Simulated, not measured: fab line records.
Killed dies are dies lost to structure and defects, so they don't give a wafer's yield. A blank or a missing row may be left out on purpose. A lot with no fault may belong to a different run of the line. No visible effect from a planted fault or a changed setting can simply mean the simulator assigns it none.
Lot-split experiment	flow n5 finfet	21 wafers read from 7 lots, route of 1938 steps

THE SPLIT
At N5_BEOL_M0_SAQP_PECVD_96 (deposits a-Si from SiH4/He, target thk 45 nm, time 45.2 s), the setting time s was moved away from the recipe's 45.2 s on 7 of the 21 wafers read, by -14.6% to +5.9%. This setting was run at the recipe's value on the other wafers.

FROM THE SPLIT TO THE READING: what the file shows between them, 4 steps
- N5_BEOL_M0_SAQP_PECVD_97: deposits SiNx from SiH4/NH3/N2, target thk 23 nm, time 19.9 s
- N5_BEOL_M0_SAQP_PECVD_04: deposits a-Si from SiH4/He, target thk 60 nm, time 60.2 s
- N5_BEOL_M0_SAQP_ETCH_101: etches SiNx in CH3F/O2, target depth 29.9 nm, time 42.7 s
- N5_BEOL_M0_SAQP_ETCH_102: etches SiO2 in CF4, target depth 4 nm, time 4.4 s

THE READING
oes product au, in a.u., at N5_BEOL_M0_SAQP_MANDREL_ETCH_103 (etches a-Si in HBr/Cl2, stops on SiCN, target depth 45 nm, bt time 10 s, time 27 s). Fault-free wafers of this fab line usually give 0.683 a.u., standard deviation 0.013 a.u.

wafer	tool, chamber at the split	time s as run, s	against the recipe	oes product au, a.u.	against lot-mates on the recipe
L079.1	pecvd-01, 2	45.2	recipe	0.659	-
L079.4	pecvd-01, 2	45.2	recipe	0.670	-
L079.5	pecvd-01, 0	45.2	recipe	0.666	-
L081.2	pecvd-04, 1	45.2	recipe	0.680	-
L081.3	pecvd-04, 2	45.2	recipe	0.674	-
L081.6	pecvd-04, 2	39.52	-12.6%	0.653	-0.024
L083.1	pecvd-01, 0	47.88	+5.9%	0.704	+0.026
L083.3	pecvd-01, 2	45.2	recipe	0.671	-
L083.5	pecvd-01, 0	45.2	recipe	0.685	-
L086.3	pecvd-04, 0	42.17	-6.7%	0.655	no lot-mate on the recipe
L086.5	pecvd-04, 2	42.17	-6.7%	0.666	no lot-mate on the recipe
L086.6	pecvd-04, 1	42.17	-6.7%	0.658	no lot-mate on the recipe
L090.1	pecvd-04, 0	45.2	recipe	0.690	-
L090.5	pecvd-04, 0	45.2	recipe	0.684	-
L090.6	pecvd-04, 1	38.59	-14.6%	0.635	-0.052
L091.1	pecvd-04, 0	45.2	recipe	0.675	-
L091.2	pecvd-04, 2	45.2	recipe	0.680	-
L091.5	pecvd-04, 1	38.73	-14.3%	0.645	-0.032
L092.4	pecvd-04, 0	45.2	recipe	0.669	-
L092.5	pecvd-04, 2	45.2	recipe	0.692	-
L092.6	pecvd-04, 1	45.2	recipe	0.704	-

FIT RESULTS
A straight line over all 21 wafers: oes product au changes by +0.00269 a.u. for each +1% of time s; r = +0.82; the points scatter about the line by 0.01 a.u.
The same after taking each lot's own level away (the mean of its wafers on the recipe; 18 wafers): +0.0028 a.u. for each +1%; r = +0.88; scatter 0.0087 a.u.
The reading moves by 0.041 a.u. for the largest change in time s, on that fit.
Measured against the standard deviation above, the lots' own levels, which go from 0.6650 to 0.6883 a.u., span 1.8 times it.
Consequently the slope shifts little with the lot-to-lot level, the two slopes agreeing.
Check: with one of the wafers moved furthest among these (-14.6%) left out of the fit, the line predicts -0.0336 a.u. for it against its lot-mates. Against them it came out at -0.052 a.u.

OTHER SPLITS APPLIED TO THESE WAFERS
Note: prior to the reading, these wafers also went through further splits. Each is held against what the fit with the lots' levels taken away leaves over:
other split on the same wafers	wafers away from the commonest value	r with oes product au (lot level and that fit taken away)
N5_MOL_CONTACT_COAG_VIA_ETCH_46 bias w	6	-0.03

THE WHOLE CHAIN: every reading that the file lists as answering this split, in the file's order
step	what it does	reading	change (the file's fit)	r (the file's)
N5_BEOL_M0_SAQP_PECVD_96	deposits a-Si from SiH4/He, target thk 45 nm, time 45.2 s	a-Si_of_BEOL_M0_SAQP_PECVD_96.thk nm (the simulator's own value, which no gauge read)	+0.414 nm for each +1% of the setting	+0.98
N5_BEOL_M0_SAQP_MANDREL_ETCH_103	etches a-Si in HBr/Cl2, stops on SiCN, target depth 45 nm, bt time 10 s, time 27 s	oes product au	+0.00273 a.u. for each +1% of the setting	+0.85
N5_BEOL_M0_SAQP_MANDREL_ETCH_103	etches a-Si in HBr/Cl2, stops on SiCN, target depth 45 nm, bt time 10 s, time 27 s	etch.depth nm (the simulator's own value, which no gauge read)	+0.415 nm for each +1% of the setting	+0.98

FILE'S OWN FIT
oes product au changes by +0.00273 a.u. for each +1% of time s, r = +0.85.
